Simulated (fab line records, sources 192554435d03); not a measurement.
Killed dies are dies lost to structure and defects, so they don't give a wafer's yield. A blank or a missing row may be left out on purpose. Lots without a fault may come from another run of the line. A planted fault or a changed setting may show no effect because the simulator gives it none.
fab line records | flow n5_finfet
record lots=9 wafers=25 last_day=17
route steps=1938 shown BEOL_M4@1111 PASS1_DEP@1831 MIM_TOP@1836 MIM_BOT_ETCH@1866 PASSIVATION@1936
lots that met no fault: from a run of the same line without faults
start_h: hours from the record's first day to the start of the lot's first wafer shown | wait_h: hours since the lot's step before | " the same as in the row above | L1.1+2: a row that stands for several wafers | - no value, or no start given | * or withheld: withheld | < > ~ a bound
route shown NAME@n: a module of which the file shows steps, and the number in the route of the first | usual: mean/standard deviation of fault-free wafers | same: alike in all rows | chamber/n: place in a boat | sites: the reading at each site | _std_site: their standard deviation | _edge_site: outer sites' mean less inner sites' | radius_mm: how far each site lies from the wafer's centre | mask NAME#n: copy n | behind: the tool/chamber that last shaped the wafer | hold: why the lot was held/for how many hours/how that ended | device: the transistor (n, p or np) that didn't switch | end of line: the same wafers' tests at the end of the route | a step without rows: its recipe alone | killed: dies lost to structure and defects at the first sort, not the wafer's yield | map: a wafer's dies, x killed, . not, _ none there
set.NAME: the setting as run; set.NAME@STEP: as run at that earlier step | model.NAME: the simulator's own value behind a step, which no gauge read
steps of the route over a sample of lots; a table a step, a row a wafer
services: from which hour (start_h, from the record's first day; less than 0 if before it) a tool's chamber was out of use, for how many hours, and why
## steps
# step N5_BEOL_M4_RC_MEAS_101
# usual DIBL_N=36.2/2 DIBL_P=36.1/2.4 IOFF_N=0.16/0.035 IOFF_P=0.22/0.041 ION_N=675/14 ION_P=465/8.6 SS_N=71.5/0.64 SS_P=73.2/0.76 VT_N=250/3.9 VT_P=-249/3.4
# columns lot.wafer tool chamber start_h wait_h DIBL_N[mV/V] DIBL_P[mV/V] IOFF_N[nA/um] IOFF_P[nA/um] ION_N[uA/um] ION_P[uA/um] SS_N[mV/dec] SS_P[mV/dec] VT_N[mV] VT_P[mV]
L153.2 prober-02 0 175.05 0.2 38.0 37.1 0.19 0.23 692 470 72.1 73.5 247 -248
L153.5 " 0 " " 38.1 37.0 0.19 0.22 686 465 71.9 73.8 249 -252
L157.1 prober-02 0 199.14 0.0 32.9 33.1 0.10 0.15 650 449 71.1 71.9 256 -252
L157.2 " 0 " " 34.0 35.1 0.12 0.18 658 463 71.1 72.5 254 -250
L157.3 " 0 " " 33.6 35.0 0.10 0.17 643 454 70.4 73.3 257 -252
L161.1 prober-01 0 213.22 0.0 35.8 36.1 0.17 0.22 674 459 72.0 72.8 245 -247
L161.4 " 0 " " 39.0 40.3 0.22 0.29 679 463 72.3 73.5 248 -244
L161.5 " 0 " " 36.4 37.6 0.18 0.25 686 467 70.7 74.2 248 -245
L162.1 prober-02 0 225.18 0.0 38.0 38.3 0.20 0.25 684 474 70.9 73.9 243 -247
L162.4 " 0 " " 36.3 37.4 0.17 0.24 675 469 70.7 74.4 247 -249
L162.5 " 0 " " 37.2 37.9 0.18 0.25 673 469 71.1 73.4 245 -247
L160.1 prober-01 0 225.70 0.0 38.1 38.1 0.19 0.27 684 475 71.7 73.3 246 -244
L160.4 " 0 " " 35.5 34.8 0.14 0.23 669 472 71.5 72.6 253 -249
L160.5 " 0 " " 39.5 39.4 0.23 0.31 694 474 72.5 74.0 246 -245
L163.1 prober-02 0 226.98 0.0 36.6 35.6 0.15 0.20 679 463 71.3 73.9 250 -251
L163.2 " 0 " " 39.9 38.2 0.20 0.24 688 464 72.2 74.2 248 -248
L163.5 " 0 " " 39.2 39.2 0.21 0.23 693 468 72.0 74.3 246 -249
L166.1 prober-01 0 255.86 0.0 37.1 38.2 0.16 0.24 678 467 71.9 73.2 249 -248
L166.4 " 0 " " 35.0 35.3 0.13 0.19 661 461 71.2 72.9 254 -249
L166.6 " 0 " " 36.6 38.1 0.16 0.23 679 472 71.1 73.7 251 -248
L172.2 prober-02 0 293.23 0.2 34.1 34.6 0.12 0.19 664 465 71.1 73.1 257 -251
L172.3 " 0 " " 36.5 36.2 0.16 0.19 652 443 72.1 74.3 251 -254
L176.1 prober-01 0 314.81 0.0 36.4 36.3 0.15 0.18 654 446 71.6 73.3 257 -255
L176.2 " 0 " " 36.0 36.5 0.14 0.18 671 454 71.5 73.3 254 -254
L176.3 " 0 " " 33.9 33.8 0.12 0.16 669 458 70.8 71.7 254 -256
# step N5_PASSIVATION_PECVD_00
# recipe material=SiO2 target_thk_a=2000 temp_c=400 precursor=SiH4/N2O pressure_torr=2.7 rf_w=608 time_s=11.2
# usual heater_power_w=638/98 showerhead_plenum_p_Torr=8.14/0.12 throttle_valve_pct=50.4/2.8
# columns lot.wafer tool chamber start_h wait_h heater_power_w showerhead_plenum_p_Torr throttle_valve_pct
L153.2 pecvd-04 0 274.16 0.7 628 8.04 58.3
L153.5 " 1 " " 727 8.38 51.0
L157.1 pecvd-03 1 294.54 0.8 538 8.22 46.4
L157.2 " 2 " " 580 8.19 48.5
L157.3 " 0 " " 697 8.32 50.3
L161.1 pecvd-03 0 310.54 0.8 692 8.35 50.3
L161.4 " 0 " " 710 8.31 50.5
L161.5 " 2 " " 471 8.19 48.9
L162.1 pecvd-03 2 310.87 0.8 544 8.18 48.8
L162.4 " 2 " " 532 8.19 48.6
L162.5 " 1 " " 480 8.22 46.7
L160.1 pecvd-04 0 313.11 0.8 600 8.04 58.6
L160.4 " 1 " " 617 8.41 51.0
L160.5 " 0 " " 605 8.02 58.9
L163.1 pecvd-03 1 319.78 0.8 557 8.20 46.6
L163.2 " 2 " " 564 8.19 48.7
L163.5 " 1 " " 559 8.21 46.9
L166.1 pecvd-03 2 339.77 0.8 545 8.20 48.8
L166.4 " 2 " " 541 8.18 48.7
L166.6 " 1 " " 532 8.24 46.8
L172.2 pecvd-01 2 385.11 0.7 855 8.06 48.7
L172.3 " 1 " " 675 8.01 52.4
L176.1 pecvd-04 2 398.96 0.8 552 8.04 51.3
L176.2 " 0 " " 604 8.05 58.7
L176.3 " 1 " " 756 8.38 50.7
# step N5_MIM_TOP_ALD_02
# recipe material=Al2O3 target_thk_a=* temp_c=withheld ald_precursor_family=TMA ald_co_reactant=O3 pulse_time_s=withheld purge_time_s=3 co_reactant_purge_time_s=withheld co_reactant_pulse_time_s=3 ald_cycles=withheld
# usual precursor_pulse_height_rel=0.999/0.024
# columns lot.wafer tool chamber start_h wait_h precursor_pulse_height_rel
L153.2 ald_hk-01 1 - - 1.001
L153.5 " 2 " " 1.018
L157.1 ald_hk-01 3 - - 0.981
L157.2 " 1 " " 1.030
L157.3 " 0 " " 0.984
L161.1 ald_hk-02 3 - - 1.011
L161.4 " 1 " " 1.002
L161.5 " 2 " " 0.986
L162.1 ald_hk-03 0 - - 0.984
L162.4 " 1 " " 1.006
L162.5 " 0 " " 1.007
L160.1 ald_hk-03 1 - - 1.004
L160.4 " 3 " " 0.955
L160.5 " 2 " " 1.000
L163.1 ald_hk-03 1 - - 0.944
L163.2 " 2 " " 0.999
L163.5 " 1 " " 1.013
L166.1 ald_hk-03 3 - - 1.000
L166.4 " 1 " " 0.966
L166.6 " 2 " " 0.990
L172.2 ald_hk-02 2 - - 0.993
L172.3 " 0 " " 1.009
L176.1 ald_hk-03 3 - - 0.994
L176.2 " 1 " " 1.021
L176.3 " 0 " " 0.986
# step N5_MIM_TOP_DEGAS_04
# recipe ambient=vacuum temp_c=300 time_s=60
# usual heater_power_w=467/57
# columns lot.wafer tool chamber start_h wait_h heater_power_w
L153.2 pvd_sputter-01 - 278.03 - 386
L153.5 " - " " 419
L157.1 pvd_sputter-01 - 296.64 - 515
L157.2 " - " " 389
L157.3 " - " " 388
L161.1 pvd_sputter-01 - 311.94 - 410
L161.4 " - " " 393
L161.5 " - " " 515
L162.1 pvd_sputter-03 - 313.78 - 472
L162.4 " - " " 466
L162.5 " - " " 535
L160.1 pvd_sputter-03 - 316.77 - 559
L160.4 " - " " 461
L160.5 " - " " 468
L163.1 pvd_sputter-01 - 322.10 - 401
L163.2 " - " " 406
L163.5 " - " " 383
L166.1 pvd_sputter-03 - 340.78 - 461
L166.4 " - " " 527
L166.6 " - " " 459
L172.2 pvd_sputter-02 - 386.56 - 400
L172.3 " - " " 480
L176.1 pvd_sputter-01 - 400.29 - 515
L176.2 " - " " 420
L176.3 " - " " 390
# step N5_MIM_BOT_ETCH_ETCH_04
# recipe chemistry=CF4/O2 target=SiNx target_depth_a=260 time_s=13 ion_energy_ev=100 pressure_mtorr=40 source_w=535 bias_w=49 Ar_flow_sccm=100 cf4_flow_sccm=100 O2_flow_sccm=10
# usual chamber_pressure_mTorr=40.00/0.038 drypump_motor_current_A=5.6/0.38 oes_product_au=0.81/0.092 rf_vpp_V=237/5.2 showerhead_plenum_p_Torr=2.18/0.065 throttle_valve_pct=15.87/0.2
# columns lot.wafer tool chamber start_h wait_h chamber_pressure_mTorr drypump_motor_current_A oes_product_au rf_hours_counter_h rf_vpp_V showerhead_plenum_p_Torr throttle_valve_pct
L153.2 rie_diel-03 2 279.58 0.0 40.02 5.6 0.85 65 245 2.22 15.51
L153.5 " 2 " " 39.99 5.6 0.85 - 243 2.22 15.50
L157.1 rie_diel-04 1 298.36 0.0 39.95 5.4 0.82 77 239 2.13 15.91
L157.2 " 2 " " 39.97 5.5 0.77 106 241 2.13 15.76
L157.3 " 3 " " 40.00 4.9 0.73 200 232 2.10 16.10
L161.1 rie_diel-04 3 313.64 0.0 40.00 4.9 0.71 204 232 2.10 16.12
L161.4 " 2 " " 40.01 5.5 0.76 111 239 2.13 15.77
L161.5 " 1 " " 39.99 5.4 0.81 - 239 2.13 15.91
L162.1 rie_diel-04 1 315.37 0.0 39.97 5.4 0.82 83 240 2.13 15.90
L162.4 " 3 " " 40.06 4.9 0.53 205 235 2.10 16.06
L162.5 " 3 " " 40.00 4.9 0.54 - 232 2.10 16.06
L160.1 rie_diel-04 0 318.28 0.0 39.97 6.0 0.95 12 241 2.15 15.71
L160.4 " 3 " " 39.95 5.0 0.54 205 232 2.10 16.06
L160.5 " 3 " " 39.94 4.9 0.54 - 233 2.10 16.06
L163.1 rie_diel-04 0 323.74 0.0 40.08 6.1 0.95 14 242 2.15 15.72
L163.2 " 1 " " 39.93 5.4 0.82 85 240 2.13 15.91
L163.5 " 3 " " 40.00 4.9 0.54 - 232 2.10 16.05
L166.1 rie_diel-01 2 342.39 0.0 39.96 5.9 0.84 67 233 2.16 15.85
L166.4 " 3 " " 40.06 5.3 0.66 244 236 2.26 16.16
L166.6 " 3 " " 40.02 5.3 0.67 - 238 2.26 16.16
L172.2 rie_diel-01 0 391.10 0.0 40.03 5.8 0.89 36 245 2.34 15.75
L172.3 " 3 " " 39.95 5.3 0.97 3 237 2.26 15.69
L176.1 rie_diel-03 2 403.49 0.0 39.96 5.6 0.80 108 246 2.21 15.58
L176.2 " 3 " " 40.01 5.4 0.87 49 236 2.14 16.01
L176.3 " 1 " " 40.06 5.1 0.81 84 225 2.21 15.89
# step N5_MIM_BOT_ETCH_ETCH_03
# recipe chemistry=Cl2/BCl3 target_depth_a=120 pressure_mtorr=8 icp_w=800 bias_w=100 Cl2_flow_sccm=20 bcl3_flow_sccm=80
# usual chamber_pressure_mTorr=8.001/0.0077 drypump_motor_current_A=5.9/0.44 oes_product_au=0.84/0.07 throttle_valve_pct=27.07/0.29
# columns lot.wafer tool chamber start_h wait_h chamber_pressure_mTorr drypump_motor_current_A oes_product_au rf_hours_counter_h throttle_valve_pct
L153.2 rie_metal-02 1 279.67 0.1 7.989 5.0 0.76 45 26.99
L153.5 " 1 " " 7.985 5.0 0.76 - 26.99
L157.1 rie_metal-03 1 298.44 0.1 8.019 6.2 0.87 9 27.45
L157.2 " 0 " " 8.002 6.2 0.95 5 26.82
L157.3 " 1 " " 8.006 6.2 0.89 - 27.46
L161.1 rie_metal-02 1 313.73 0.1 7.996 5.1 0.76 47 26.98
L161.4 " 1 " " 8.008 5.0 0.76 - 27.00
L161.5 " 0 " " 8.003 5.9 0.80 - 26.79
L162.1 rie_metal-01 0 315.46 0.1 7.999 5.8 0.82 33 26.82
L162.4 " 1 " " 8.000 5.3 0.47 - 27.40
L162.5 " 0 " " 8.016 5.8 0.49 - 26.83
L160.1 rie_metal-03 0 318.37 0.1 7.999 6.2 0.94 8 26.84
L160.4 " 0 " " 8.004 6.2 0.57 - 26.83
L160.5 " 1 " " 7.999 6.2 0.54 - 27.47
L163.1 rie_metal-03 0 323.82 0.1 8.004 6.2 0.93 9 26.81
L163.2 " 1 " " 7.997 6.2 0.88 11 27.47
L163.5 " 1 " " 8.008 6.2 0.55 - 27.47
L166.1 rie_metal-01 1 342.48 0.1 8.003 5.3 0.77 52 27.41
L166.4 " 0 " " 7.999 5.8 0.81 - 26.83
L166.6 " 1 " " 7.997 5.3 0.77 - 27.41
L172.2 rie_metal-02 1 391.19 0.1 8.003 5.0 0.74 54 27.00
L172.3 " 0 " " 8.004 5.9 0.78 - 26.80
L176.1 rie_metal-03 1 403.58 0.1 7.996 6.2 0.84 19 27.46
L176.2 " 0 " " 8.002 6.2 0.89 17 26.82
L176.3 " 0 " " 7.997 6.2 0.89 - 26.84
# step N5_MIM_BOT_ETCH_ETCH_00
# recipe chemistry=Cl2/BCl3 target=TiN target_depth_a=455 ion_energy_ev=150 pressure_mtorr=10 icp_w=1000 bias_w=126 Cl2_flow_sccm=53.25 bcl3_flow_sccm=21.75 Ar_flow_sccm=25
# usual chamber_pressure_mTorr=10.000/0.0087 drypump_motor_current_A=5.9/0.43 oes_product_au=0.84/0.07 throttle_valve_pct=21.55/0.19
# columns lot.wafer tool chamber start_h wait_h chamber_pressure_mTorr drypump_motor_current_A oes_product_au rf_hours_counter_h throttle_valve_pct
L153.2 rie_metal-02 1 279.76 0.1 9.990 5.0 0.76 45 21.39
L153.5 " 1 " " 10.010 5.0 0.76 - 21.39
L157.1 rie_metal-03 1 298.53 0.1 9.996 6.2 0.88 9 21.80
L157.2 " 0 " " 10.000 6.2 0.95 6 21.47
L157.3 " 1 " " 10.004 6.2 0.88 - 21.79
L161.1 rie_metal-02 1 313.82 0.1 10.001 5.0 0.75 47 21.39
L161.4 " 1 " " 9.992 5.0 0.76 - 21.38
L161.5 " 0 " " 10.010 5.9 0.80 - 21.32
L162.1 rie_metal-01 0 315.55 0.1 10.029 5.8 0.82 33 21.32
L162.4 " 1 " " 10.010 5.3 0.47 - 22.28
L162.5 " 0 " " 9.993 5.8 0.49 - 21.87
L160.1 rie_metal-03 0 318.46 0.1 10.009 6.2 0.93 8 21.50
L160.4 " 0 " " 10.010 6.2 0.56 - 22.02
L160.5 " 1 " " 9.997 6.2 0.53 - 22.31
L163.1 rie_metal-03 0 323.91 0.1 9.990 6.2 0.93 9 21.49
L163.2 " 1 " " 10.001 6.2 0.87 12 21.79
L163.5 " 1 " " 9.990 6.2 0.54 - 22.30
L166.1 rie_metal-01 1 342.57 0.1 9.996 5.3 0.76 52 21.77
L166.4 " 0 " " 9.996 5.8 0.81 - 21.32
L166.6 " 1 " " 9.994 5.2 0.76 - 21.76
L172.2 rie_metal-02 1 391.28 0.1 9.983 5.0 0.73 54 21.42
L172.3 " 0 " " 10.001 5.9 0.77 - 21.35
L176.1 rie_metal-03 1 403.67 0.1 10.001 6.2 0.83 19 21.81
L176.2 " 0 " " 9.991 6.2 0.90 17 21.53
L176.3 " 0 " " 9.999 6.2 0.89 - 21.50
# step N5_PASSIVATION_PROBE_49
# usual defect_limited_yield=91.1/1.4 killed_at_M0_to_M3=36/9.9 killed_at_M4_up=13/5.8 killed_at_contacts=14/5.9 killed_at_front_end=39/11 killed_at_other=3.4/2.9 killed_dies=105/17 killed_on_rim=15/3.9 killed_open=70/13 killed_short=34/7.3 sort_bin_5_function=5.3/1 sort_bin_6_memory=3.3/0.62 sort_bin_8_speed=0.01/0.057 sort_n_pass=1075/17
# same gross_dies=1180 killed_at_back_side=0 sort_bin_4_leakage[%]=0
# columns lot.wafer tool chamber start_h wait_h defect_limited_yield[%] killed_at_M0_to_M3 killed_at_M4_up killed_at_contacts killed_at_front_end killed_at_other killed_dies killed_on_rim killed_open killed_short sort_bin_5_function[%] sort_bin_6_memory[%] sort_bin_8_speed[%] sort_n_pass
L161.1 prober-01 - 322.65 0.0 90.6 22 18 20 49 2 111 17 81 29 6.6 2.5 0 1069
L161.4 prober-01 - 322.80 0.2 92.5 22 11 15 37 4 89 14 64 25 4.5 2.7 0 1091
L161.5 prober-01 - 322.85 0.2 89.3 39 8 25 52 2 126 18 78 48 6.3 4.2 0 1054
L162.1 prober-01 - 323.79 0.0 91.8 44 9 9 28 7 97 9 59 37 5.5 2.6 0 1083
L162.4 prober-01 - 323.94 0.2 35.5 41 13 6 43 658 761 28 78 25 60.8 3.6 0 419
L162.5 prober-01 - 323.99 0.2 33.1 32 4 1 24 729 790 47 48 18 64.7 1.9 0 390
L160.1 prober-02 - 327.84 0.0 92.5 32 8 17 25 7 89 13 65 24 4.3 2.8 0 1091
L160.4 prober-02 - 327.99 0.2 32.7 39 8 10 25 712 794 61 63 21 64.4 2.5 0 386
L160.5 prober-02 - 328.04 0.2 35.4 42 14 7 31 668 762 41 65 31 61.4 3.1 0 418
L163.1 prober-02 - 333.56 0.4 93.0 31 14 7 28 3 83 12 57 23 4.6 2.2 0 1097
L163.2 prober-02 - 333.61 0.4 92.8 28 17 15 22 3 85 8 55 30 4.2 2.7 0 1095
L163.5 prober-02 - 333.76 0.6 35.7 24 25 14 37 659 759 43 74 25 60.8 3.1 0 421
L166.6 prober-02 - 353.48 0.3 91.1 41 11 15 38 0 105 14 67 37 5.3 3.6 0 1075
L172.2 prober-01 - 399.43 0.1 89.8 42 15 9 52 2 120 16 75 42 6.3 3.6 0 1060
L172.3 prober-01 - 399.48 0.1 89.2 44 21 11 52 0 128 21 85 39 6.4 4.1 0 1052
L176.1 prober-02 - 414.09 0.0 91.4 34 8 14 39 7 102 18 57 45 4.3 3.7 0 1078
L176.2 prober-02 - 414.14 0.1 91.8 34 10 9 41 3 97 15 64 33 4.7 3.5 0 1083
L176.3 prober-02 - 414.19 0.1 91.8 32 5 10 41 9 97 13 56 39 5.5 2.4 0 1083
# killed by level:class
L161.1 MOL_CONTACT_COAG:geometric_particle:open=18 STI_FIN_REVEAL:geometric_particle:open=12 FIN_SAQP:geometric_particle:open=9 FIN_SAQP:geometric_particle:short=5 BEOL_M2:geometric_particle:open=5 BEOL_M3:geometric_particle:open=5 GATE_CUT:geometric_particle:open=4 BEOL_M0_SAQP:geometric_particle:open=4
L161.4 STI_FIN_REVEAL:geometric_particle:open=12 MOL_CONTACT_COAG:geometric_particle:open=12 BEOL_M0_SAQP:geometric_particle:short=6 BEOL_M2:geometric_particle:open=6 BEOL_M0_SAQP:geometric_particle:open=5 FIN_SAQP:geometric_particle:short=4 FIN_SAQP:geometric_particle:open=4 BEOL_M3:geometric_particle:open=4
L161.5 MOL_CONTACT_COAG:geometric_particle:open=18 STI_FIN_REVEAL:geometric_particle:open=16 BEOL_M0_SAQP:geometric_particle:short=13 FIN_SAQP:geometric_particle:short=10 BEOL_M0_SAQP:geometric_particle:open=10 MOL_CONTACT_COAG:geometric_particle:short=7 FIN_SAQP:geometric_particle:open=6 GATE_CUT:geometric_particle:short=5
L162.1 BEOL_M0_SAQP:geometric_particle:open=8 BEOL_M0_SAQP:geometric_particle:short=7 BEOL_M1:geometric_particle:open=6 MOL_CONTACT_COAG:geometric_particle:open=6 BEOL_M0:geometric_particle:open=6 BEOL_M2:geometric_particle:open=6 BEOL_M3:geometric_particle:open=5 STARTING-WAFER:geometric_particle:short=5
L162.4 MIM_BOT_ETCH:area_etch=657 BEOL_M0_SAQP:geometric_particle:open=11 DUMMY_GATE:geometric_particle:open=8 BEOL_M2:geometric_particle:open=7 STI_FIN_REVEAL:geometric_particle:open=6 MOL_CONTACT_COAG:geometric_particle:open=6 BEOL_M0_SAQP:geometric_particle:short=6 FIN_SAQP:geometric_particle:short=5
L162.5 MIM_BOT_ETCH:area_etch=724 BEOL_M2:geometric_particle:open=18 FIN_SAQP:geometric_particle:short=4 FIN_SAQP:geometric_particle:open=4 STI_FIN_REVEAL:geometric_particle:open=4 BEOL_M1:geometric_particle:open=4 ILD0:geometric_particle:open=3 ILD0:geometric_particle:short=3
L160.1 MOL_CONTACT_COAG:geometric_particle:open=14 BEOL_M2:geometric_particle:open=9 STI_FIN_REVEAL:geometric_particle:open=7 BEOL_M0_SAQP:geometric_particle:open=6 BEOL_M3:geometric_particle:open=6 BEOL_M1:geometric_particle:open=5 BEOL_M4:geometric_particle:open=4 PASS1_CAP:geometric_particle:short=4
L160.4 MIM_BOT_ETCH:area_etch=710 BEOL_M2:geometric_particle:open=16 BEOL_M0_SAQP:geometric_particle:open=10 STI_FIN_REVEAL:geometric_particle:open=8 MOL_CONTACT_COAG:geometric_particle:open=8 FIN_SAQP:geometric_particle:short=7 BEOL_M1:geometric_particle:open=4 BEOL_M4:geometric_particle:open=4
L160.5 MIM_BOT_ETCH:area_etch=666 BEOL_M0_SAQP:geometric_particle:short=13 BEOL_M0_SAQP:geometric_particle:open=11 DUMMY_GATE:geometric_particle:open=10 BEOL_M4:geometric_particle:open=8 STI_FIN_REVEAL:geometric_particle:open=6 BEOL_M1:geometric_particle:open=6 MOL_CONTACT_COAG:geometric_particle:open=5
L163.1 BEOL_M3:geometric_particle:open=12 BEOL_M4:geometric_particle:open=8 BEOL_M2:geometric_particle:open=8 STI_FIN_REVEAL:geometric_particle:open=7 MOL_CONTACT_COAG:geometric_particle:open=4 BEOL_M0_SAQP:geometric_particle:open=4 GATE_CUT:geometric_particle:short=3 MOL_CONTACT_COAG:geometric_particle:short=3
L163.2 MOL_CONTACT_COAG:geometric_particle:open=13 BEOL_M0_SAQP:geometric_particle:short=11 BEOL_M4:geometric_particle:open=11 BEOL_M0_SAQP:geometric_particle:open=8 GATE_CUT:geometric_particle:short=4 FIN_SAQP:geometric_particle:short=3 GATE_CUT:geometric_particle:open=3 BEOL_M3:geometric_particle:open=3
L163.5 MIM_BOT_ETCH:area_etch=659 BEOL_M4:geometric_particle:open=12 MOL_CONTACT_COAG:geometric_particle:open=11 BEOL_M2:geometric_particle:open=9 STI_FIN_REVEAL:geometric_particle:open=7 DUMMY_GATE:geometric_particle:open=7 FIN_SAQP:geometric_particle:short=5 BEOL_M1:geometric_particle:open=5
L166.6 MOL_CONTACT_COAG:geometric_particle:open=13 BEOL_M2:geometric_particle:open=12 BEOL_M3:geometric_particle:open=10 BEOL_M0_SAQP:geometric_particle:short=8 FIN_SAQP:geometric_particle:open=7 FIN_SAQP:geometric_particle:short=7 DUMMY_GATE:geometric_particle:open=5 GATE_CUT:geometric_particle:short=4
L172.2 FIN_SAQP:geometric_particle:short=16 FIN_SAQP:geometric_particle:open=11 BEOL_M3:geometric_particle:open=10 STI_FIN_REVEAL:geometric_particle:open=9 BEOL_M2:geometric_particle:open=8 BEOL_M0_SAQP:geometric_particle:open=8 MOL_CONTACT_COAG:geometric_particle:open=7 BEOL_M0_SAQP:geometric_particle:short=6
L172.3 FIN_SAQP:geometric_particle:open=14 BEOL_M2:geometric_particle:open=12 BEOL_M3:geometric_particle:open=11 BEOL_M4:geometric_particle:open=11 STI_FIN_REVEAL:geometric_particle:open=8 MOL_CONTACT_COAG:geometric_particle:open=7 FIN_SAQP:geometric_particle:short=6 BEOL_M0_SAQP:geometric_particle:short=6
L176.1 STI_FIN_REVEAL:geometric_particle:open=12 MOL_CONTACT_COAG:geometric_particle:open=12 FIN_SAQP:geometric_particle:short=11 BEOL_M0_SAQP:geometric_particle:short=11 BEOL_M0_SAQP:geometric_particle:open=9 BEOL_M0:geometric_particle:open=7 FIN_SAQP:geometric_particle:open=5 GATE_CUT:geometric_particle:short=4
L176.2 STI_FIN_REVEAL:geometric_particle:open=11 FIN_SAQP:geometric_particle:short=10 BEOL_M0_SAQP:geometric_particle:open=10 MOL_CONTACT_COAG:geometric_particle:open=8 BEOL_M0_SAQP:geometric_particle:short=8 FIN_SAQP:geometric_particle:open=5 BEOL_M0:geometric_particle:open=5 BEOL_M3:geometric_particle:open=4
L176.3 FIN_SAQP:geometric_particle:open=12 FIN_SAQP:geometric_particle:short=10 MOL_CONTACT_COAG:geometric_particle:open=10 BEOL_M0_SAQP:geometric_particle:short=10 BEOL_M0_SAQP:geometric_particle:open=7 BEOL_M1:geometric_particle:open=6 GATE_CUT:geometric_particle:short=5 STI_FIN_REVEAL:geometric_particle:open=4
## services
# columns tool chamber start_h hours kind
rie_diel-04 0 251.90 - clean
rie_diel-04 0 251.90 - consumable_replace:focus_ring
rie_diel-04 0 251.90 31.1 scheduled_down
rie_diel-04 0 251.90 31.1 vent_cycle
pecvd-03 0 262.05 7.4 repair
pecvd-03 2 266.43 2.0 repair
rie_metal-02 - 286.09 2.8 pm
ald_hk-01 - 291.53 0.7 repair
rie_diel-01 0 293.81 - clean
rie_diel-01 0 293.81 - consumable_replace:focus_ring
rie_metal-03 1 301.29 4.4 repair
pecvd-04 - 303.32 1.0 repair
pecvd-04 - 319.57 2.8 pm
pecvd-01 1 339.57 4.3 repair
pecvd-03 - 341.62 1.6 repair
pecvd-01 - 349.86 0.8 pm
rie_diel-03 1 362.98 15.7 repair
pecvd-03 0 363.38 14.3 repair
rie_metal-02 1 364.99 7.1 repair
pvd_sputter-02 - 371.63 0.5 repair
pecvd-04 - 373.74 0.6 repair
rie_diel-03 - 375.35 15.6 pm
ald_hk-02 - 382.57 0.5 repair
rie_diel-01 - 394.24 10.0 pm
## key
first_sign step=N5_MIM_BOT_ETCH_ETCH_03 reading=oes_product_au direction=down sigmas=4.6 usual=0.84 struck=0.52
effect step=N5_MIM_BOT_ETCH_ETCH_00 reading=oes_product_au direction=down sigmas=4.6 usual=0.84 struck=0.52
effect step=N5_PASSIVATION_PROBE_49 reading=killed_at_other direction=up sigmas=99+ usual=3.4 struck=685.2
more_kills_born_at N5_MIM_BOT_ETCH_ETCH_04@rie_diel-04=3416
met_at N5_MIM_BOT_ETCH_ETCH_04
struck_lots L160,L162,L163
struck_wafers L160.4,L160.5,L162.4,L162.5,L163.5
later_rows_left_out L160.4,L160.5,L162.4,L162.5,L163.5
not_acting_at N5_PASSIVATION_PECVD_00,N5_MIM_TOP_ALD_02,N5_MIM_TOP_DEGAS_04
onset_between 313.64 315.37
fault kind=process_parameter_drift tool=rie_diel-04 chamber=- onset_h=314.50 steps=N5_MIM_BOT_ETCH_ETCH_04 channel=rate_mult offset=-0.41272 shape=step end_h=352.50 scope=struck_wafers_only
# later_rows_left_out: the simulator's readings of these wafers behind a module that went badly wrong aren't trusted and aren't shown, but for the sort
